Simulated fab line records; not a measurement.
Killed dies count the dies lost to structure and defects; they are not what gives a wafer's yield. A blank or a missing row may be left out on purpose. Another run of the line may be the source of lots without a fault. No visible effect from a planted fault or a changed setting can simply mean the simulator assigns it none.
Matching of chambers | flow nand harc | 4 sister chambers for NHARC_A_SGD_CUT_ETCH_16 on rie diel-08
The step etches the open film in C4F8/O2/Ar, target depth 310.5 nm, time 155.2 s. 4 wafers are shown with their chamber, then 7 later ones without.

== WAFERS PAIRED WITH THEIR CHAMBERS ==
wafer  | chamber | rf vpp V (V)
L219.1 | 0       | 724
L219.2 | 3       | 722
L225.1 | 1       | 722
L225.4 | 2       | 717

== WAFERS MISSING THEIR CHAMBER ==
wafer  | rf vpp V (V)
L225.5 | 720
L223.1 | 723
L223.2 | 722
L223.3 | 717
L231.1 | 720
L231.2 | 717
L231.6 | 718

== THE CHAMBER EACH PASSED THROUGH ==
wafer  | from the rows above               | in truth
L225.5 | can't be placed: 1 or 3 or 2 or 0 | 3
L223.1 | can't be placed: 0 or 1 or 3      | 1
L223.2 | can't be placed: 1 or 3 or 0      | 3
L223.3 | 2                                 | 2
L231.1 | can't be placed: 1 or 3 or 2 or 0 | 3
L231.2 | 2                                 | 2
L231.6 | 2                                 | 2
Correctly placed: 3 of 7. Cannot be placed on the basis of these rows: 4; the candidates contain the true chamber in 4. Number placed wrongly: 0.
How it was worked out, from the rows above alone: a wafer's distance from a chamber is the root of the sum, over the readings, of the square of ((its reading less the chamber's mean) divided by the reading's scatter). The wafer belongs to the nearest chamber; if the next one is less than 2 further off, it can't be placed. A chamber's mean is the mean of its shown wafers. The scatter: root of mean squared gap, hidden wafer to nearest shown wafer, with one shown wafer a chamber.
